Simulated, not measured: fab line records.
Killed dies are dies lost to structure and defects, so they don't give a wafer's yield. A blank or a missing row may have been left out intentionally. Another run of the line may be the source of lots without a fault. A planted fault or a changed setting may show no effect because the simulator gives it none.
One fault seen from 3 desks    flow n5_finfet    only its own numbers are on each desk; what lay behind them is given at the end

AT THE METROLOGY DESK
Means of the sampled wafers that have a number, per lot and without regard to the tool the lot ran on: this is what the gauges read. If a lot's mean is further than 4 standard deviations from the usual mean, the lot is out of limits and carries the mark OUT (the distance appears in the brackets).
Columns: A = cd_nm at N5_BEOL_M5_CD_MEAS_28, usual 30.65 nm; B = V4_OVL at N5_BEOL_M5_OVL_MEAS_29, usual 0.3 nm; C = trench_depth_nm at N5_BEOL_M5_OCD_MEAS_38, usual 71.8 nm; D = cd_nm at N5_BEOL_M5_CD_MEAS_35, usual 27.9 nm; E = M5_THK at N5_BEOL_M5_THK_MEAS_53, usual 61.5 nm; F = M5_RS at N5_BEOL_M5_RS_MEAS_57, usual 0.390 ohm/sq
lot   first seen here  A      B     C               D     E               F
L185  day 8 06:34      30.91  0.7   73.8            28.0  63.1            0.376
L186  day 8 12:55      30.08  0.4   70.4            27.7  61.3            0.391
L200  day 12 05:13     30.84  -0.8  36.8 (-23) OUT  28.1  27.3 (-18) OUT  1.094 (+50) OUT
L203  day 12 19:26     30.49  0.1   71.9            27.9  61.4            0.389
L208  day 14 10:22     30.80  0.6   72.1            27.9  63.3            0.376
This desk's finding: out of limits on L200; first on L200, day 12 06:21 (trench_depth_nm at N5_BEOL_M5_OCD_MEAS_38). In limits: L185, L186, L203, L208.

DESK OF THE TOOL OWNER: rie_diel-04
The tool's own readings at N5_BEOL_M5_TRENCH_ETCH_37 (etches SiCOH lowk in C4F6/O2, target depth 71.652 nm, time 24.7 s): means of the sampled wafers that have a number, for each lot that ran on this tool. If a lot's mean is further than 4 standard deviations from the usual mean, the lot is out of limits and carries the mark OUT (the distance appears in the brackets).
Columns: A = drypump_motor_current_A at N5_BEOL_M5_TRENCH_ETCH_37, usual 5.8 A; B = oes_product_au at N5_BEOL_M5_TRENCH_ETCH_37, usual 0.81 a.u.; C = rf_vpp_V at N5_BEOL_M5_TRENCH_ETCH_37, usual 672 V; D = showerhead_plenum_p_Torr at N5_BEOL_M5_TRENCH_ETCH_37, usual 2.84 Torr; E = throttle_valve_pct at N5_BEOL_M5_TRENCH_ETCH_37, usual 20.94 %
lot   first seen here  A    B     C    D     E
L186  day 8 13:38      6.3  0.72  675  2.84  21.26
L200  day 12 06:12     6.1  0.58  673  2.89  21.05
This desk's verdict: no lot among the 2 shows anything out of limits.

THE DEFECT DESK
Inspection counts along the route, by lot: the mean over sampled wafers that carry a number. If a lot's mean is further than 4 standard deviations from the usual mean, the lot is out of limits and carries the mark OUT (the distance appears in the brackets).
Columns: A = raw_defect_count at N5_BEOL_M5_INSPECT_30, usual 394
lot   first seen here  A
L185  day 8 06:38      307
L186  day 8 13:01      527
L200  day 12 05:19     354
L203  day 12 19:31     303
L208  day 14 10:27     358
This desk's verdict: no lot among the 5 shows anything out of limits.

TAKEN TOGETHER
L200 would have let the metrology desk raise an alarm at day 12 06:21.
The tool owner's desk saw nothing out of limits.
No out-of-limits result turned up at the defect desk.
On record at the tool owner's desk: L200, within its limits.
The defect desk has L200 on record, within its limits.
On rie_diel-04, each named lot ran N5_BEOL_M5_TRENCH_ETCH_37.

WHAT WAS PUT IN BY THE SIMULATOR
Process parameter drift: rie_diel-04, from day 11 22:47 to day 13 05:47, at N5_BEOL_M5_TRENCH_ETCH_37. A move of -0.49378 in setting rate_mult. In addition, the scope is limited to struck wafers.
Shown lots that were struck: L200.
Per desk, hours elapsed from the start of the fault to the first reading out of limits: for the metrology desk, 8.
